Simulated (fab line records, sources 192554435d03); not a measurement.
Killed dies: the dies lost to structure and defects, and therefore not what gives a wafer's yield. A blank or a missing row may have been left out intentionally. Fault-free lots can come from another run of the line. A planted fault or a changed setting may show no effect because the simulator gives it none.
Tool commonality check | flow n5 finfet | Lots sampled 16, wafers sampled 40

== REASON IT WAS OPENED ==
At N5_ZERO_LAYER_CD_MEAS_11 the reading cd nm is flagged on 4 of 16 lots. Wafers without a fault read 1999.3 nm, standard deviation 2.5.
Rule: a lot is flagged in two cases, either no wafer of it has a number, or all its wafers with numbers fall more than 4 standard deviations from that mean. The other lots count as sound.

lot  | measured    | on        | cd nm (nm), wafer by wafer | flag
L563 | day 1 12:38 | cd sem-03 | 1996.5 1997.1 2000.7       |
L564 | day 1 18:38 | cd sem-03 | 1998.4 2002.5              |
L565 | day 2 00:38 | cd sem-01 | 2001.6 2000.1 2000.0       |
L566 | day 2 06:40 | cd sem-02 | 1996.6 1996.0              |
L567 | day 2 12:38 | cd sem-03 | 1998.4 1996.5              |
L571 | day 3 12:47 | cd sem-03 | 2000.8 2002.7              |
L572 | day 3 18:47 | cd sem-02 | 1998.8 2001.9 2000.7       |
L574 | day 4 06:39 | cd sem-03 | 2002.2 1996.4              |
L576 | day 4 18:38 | cd sem-03 | 1998.3 1997.5              |
L577 | day 5 00:38 | cd sem-02 | 1993.4 1998.6              |
L581 | day 6 00:39 | cd sem-01 | 1965.7 1971.1 1968.8       | FLAGGED
L582 | day 6 06:40 | cd sem-01 | 1976.7 1973.1 1976.6       | FLAGGED
L583 | day 6 12:40 | cd sem-01 | 1974.8 1976.9 1979.2       | FLAGGED
L584 | day 6 18:38 | cd sem-03 | 1981.4 1985.5 1984.3       | FLAGGED
L585 | day 7 00:46 | cd sem-03 | 1995.6 1996.2 1998.9       |
L586 | day 7 06:38 | cd sem-01 | 1999.0 1997.0              |
The numbers of the flagged lots are 1976.2 nm on average: -23.1 nm against the usual, or -9 standard deviations.

== WHICH TOOL RAN EACH LOT ==
The record keeps 1 process step preceding the reading, out of 1938 steps on the route. Every cell lists first the tool, next ch and the chambers used by the sampled wafers, and last the start.
lot  | flag    | N5_ZERO_LAYER_EXPOSE_08
L563 |         | krf scanner-01 ch 0, day 1 12:28
L564 |         | krf scanner-01 ch 0, day 1 18:29
L565 |         | krf scanner-01 ch 0, day 2 00:28
L566 |         | krf scanner-01 ch 0, day 2 06:29
L567 |         | krf scanner-01 ch 0, day 2 12:29
L571 |         | krf scanner-01 ch 0, day 3 12:37
L572 |         | krf scanner-02 ch 0, day 3 18:37
L574 |         | krf scanner-01 ch 0, day 4 06:29
L576 |         | krf scanner-02 ch 0, day 4 18:28
L577 |         | krf scanner-02 ch 0, day 5 00:28
L581 | FLAGGED | krf scanner-01 ch 0, day 6 00:29
L582 | FLAGGED | krf scanner-01 ch 0, day 6 06:29
L583 | FLAGGED | krf scanner-01 ch 0, day 6 12:29
L584 | FLAGGED | krf scanner-01 ch 0, day 6 18:28
L585 |         | krf scanner-02 ch 0, day 7 00:36
L586 |         | krf scanner-02 ch 0, day 7 06:28
What the steps here do:
- N5_ZERO_LAYER_EXPOSE_08: exposes mask ZERO, defocus 0 nm, target cd 2000 nm.
- N5_ZERO_LAYER_CD_MEAS_11: target cd 2000 nm.

== FLAGGED AGAINST TOTAL, ONE TOOL AT A TIME (gauges that did the reading follow at the end) ==
step                     | tool           | lots run | flagged | share of the flagged lots | sound lots run after its first flagged lot
N5_ZERO_LAYER_EXPOSE_08  | krf scanner-01 | 11       | 4       | all                       | 0
N5_ZERO_LAYER_EXPOSE_08  | krf scanner-02 | 5        | 0       | none                      | -
N5_ZERO_LAYER_CD_MEAS_11 | cd sem-01      | 5        | 3       | some                      | 1 (L586)
N5_ZERO_LAYER_CD_MEAS_11 | cd sem-02      | 3        | 0       | none                      | -
N5_ZERO_LAYER_CD_MEAS_11 | cd sem-03      | 8        | 1       | some                      | 1 (L585)

== WHAT THE TABLE PERMITS ==
All flagged lots share 1 row of the table, namely krf scanner-01 at N5_ZERO_LAYER_EXPOSE_08.
- krf scanner-01 at N5_ZERO_LAYER_EXPOSE_08: 4 of its 11 lots flagged. Last sound lot L574 at day 4 06:29, first flagged lot L581 at day 6 00:29; a fault beginning in between fits. Its own readings lie more than 4 standard deviations out on every wafer of the flagged lots: exposure dose mJ cm2.
Just one tool remains: krf scanner-01 at N5_ZERO_LAYER_EXPOSE_08.

== WHAT THE SIMULATOR HAD PUT IN ==
Drift in process parameters on krf scanner-01 at N5_ZERO_LAYER_EXPOSE_08, starting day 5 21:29. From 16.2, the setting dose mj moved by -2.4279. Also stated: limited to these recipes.
Shown lots that were struck: L581, L582, L583, L584. The rule given above showed the same thing.
